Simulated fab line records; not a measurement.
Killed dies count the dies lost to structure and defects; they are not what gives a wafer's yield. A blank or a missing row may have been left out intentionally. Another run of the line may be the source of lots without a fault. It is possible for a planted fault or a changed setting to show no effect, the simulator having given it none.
Which tool did it? :: flow n5 finfet :: 10 lots, 29 wafers sampled, at 4 steps of a route of 1938

== WHAT THE GAUGES READ, wafer by wafer ==
N5_SD_EPI_P_OVL_MEAS_10.
lot: L656
measured: day 3 11:34
on: overlay-02
SD_P_BLK_OVL (nm): -0.2 0.0 -0.6

lot: L658
measured: day 4 00:16
on: overlay-02
SD_P_BLK_OVL (nm): -0.1 -0.3 -0.2

lot: L660
measured: day 4 13:21
on: overlay-01
SD_P_BLK_OVL (nm): -1.1 -0.8 0.2

lot: L661
measured: day 4 22:02
on: overlay-02
SD_P_BLK_OVL (nm): -0.2 0.2 0.5

lot: L665
measured: day 5 19:21
on: overlay-01
SD_P_BLK_OVL (nm): 0.6 -0.4 0.4

lot: L666
measured: day 6 01:56
on: overlay-02
SD_P_BLK_OVL (nm): 0.1 1.1 0.2

lot: L667
measured: day 6 08:43
on: overlay-01
SD_P_BLK_OVL (nm): 0.7 2.3 1.1

lot: L668
measured: day 6 13:07
on: overlay-01
SD_P_BLK_OVL (nm): -0.2 -1.1

lot: L671
measured: day 7 06:11
on: overlay-02
SD_P_BLK_OVL (nm): -0.3 0.3 0.9

lot: L677
measured: day 8 21:00
on: overlay-01
SD_P_BLK_OVL (nm): -0.6 -0.8 0.1

== WHICH TOOL RAN EACH LOT (tool, then ch and the chambers of the sampled wafers, then the start) ==
lot: L656
N5_DUMMY_GATE_STRIP_40: rie diel-04 ch 0,1,2, day 3 04:05
N5_DUMMY_GATE_STRIP_48: rie diel-04 ch 1,3, day 3 04:44
N5_SD_EPI_N_EPI_21: epi rpcvd-02 ch 0, day 3 08:20

lot: L658
N5_DUMMY_GATE_STRIP_40: rie diel-06 ch 0,3, day 3 16:47
N5_DUMMY_GATE_STRIP_48: rie diel-06 ch 0,1,3, day 3 18:05
N5_SD_EPI_N_EPI_21: epi rpcvd-03 ch 0, day 3 21:19

lot: L660
N5_DUMMY_GATE_STRIP_40: rie diel-03 ch 0,2,3, day 4 06:57
N5_DUMMY_GATE_STRIP_48: rie diel-04 ch 0,1,2, day 4 07:35
N5_SD_EPI_N_EPI_21: epi rpcvd-01 ch 0, day 4 10:56

lot: L661
N5_DUMMY_GATE_STRIP_40: rie diel-03 ch 0,1,2, day 4 14:24
N5_DUMMY_GATE_STRIP_48: rie diel-06 ch 0,2,3, day 4 15:02
N5_SD_EPI_N_EPI_21: epi rpcvd-02 ch 0, day 4 19:20

lot: L665
N5_DUMMY_GATE_STRIP_40: rie diel-04 ch 1,3, day 5 12:58
N5_DUMMY_GATE_STRIP_48: rie diel-04 ch 1,2, day 5 13:41
N5_SD_EPI_N_EPI_21: epi rpcvd-01 ch 0, day 5 16:39

lot: L666
N5_DUMMY_GATE_STRIP_40: rie diel-06 ch 0,1,3, day 5 19:41
N5_DUMMY_GATE_STRIP_48: rie diel-04 ch 0,2,3, day 5 20:21
N5_SD_EPI_N_EPI_21: epi rpcvd-01 ch 0, day 5 23:22

lot: L667
N5_DUMMY_GATE_STRIP_40: rie diel-04 ch 0,2,3, day 6 02:22
N5_DUMMY_GATE_STRIP_48: rie diel-03 ch 0,1,3, day 6 03:06
N5_SD_EPI_N_EPI_21: epi rpcvd-01 ch 0, day 6 06:29

lot: L668
N5_DUMMY_GATE_STRIP_40: rie diel-06 ch 0,2, day 6 06:37
N5_DUMMY_GATE_STRIP_48: rie diel-03 ch 1,3, day 6 07:23
N5_SD_EPI_N_EPI_21: epi rpcvd-01 ch 0, day 6 11:14

lot: L671
N5_DUMMY_GATE_STRIP_40: rie diel-04 ch 0,1,2, day 6 23:59
N5_DUMMY_GATE_STRIP_48: rie diel-06 ch 0,1,3, day 7 00:38
N5_SD_EPI_N_EPI_21: epi rpcvd-01 ch 0, day 7 03:52

lot: L677
N5_DUMMY_GATE_STRIP_40: rie diel-04 ch 1,3, day 8 11:14
N5_DUMMY_GATE_STRIP_48: rie diel-04 ch 0,2,3, day 8 11:55
N5_SD_EPI_N_EPI_21: epi rpcvd-03 ch 0, day 8 15:59
- N5_DUMMY_GATE_STRIP_40: strips in CF4.
- N5_DUMMY_GATE_STRIP_48: strips in N2/H2, time 20 s.
- N5_SD_EPI_N_EPI_21: deposits Si:P, time 690 s.

== THE ANSWER, worked out from the rows above alone ==
Rule: the lots themselves supply what counts as usual. The widest of any qualifying gaps counts: lots, ordered by their means at a reading, are off when they make up no more than a third of the lots, leave a main group of 4 or more, and stand apart from it by 3 or more times the standard deviation of that group's means. A main group whose means are all the same, to the digits that the tables above print for the reading, isn't used. Also off: a lot with no number at a reading for which 4 or more lots have one. All remaining lots with rows at the step are treated as sound.
Across all readings shown, no lot is off: no conclusion can be drawn from this.

== WHAT WAS PUT IN BY THE SIMULATOR ==
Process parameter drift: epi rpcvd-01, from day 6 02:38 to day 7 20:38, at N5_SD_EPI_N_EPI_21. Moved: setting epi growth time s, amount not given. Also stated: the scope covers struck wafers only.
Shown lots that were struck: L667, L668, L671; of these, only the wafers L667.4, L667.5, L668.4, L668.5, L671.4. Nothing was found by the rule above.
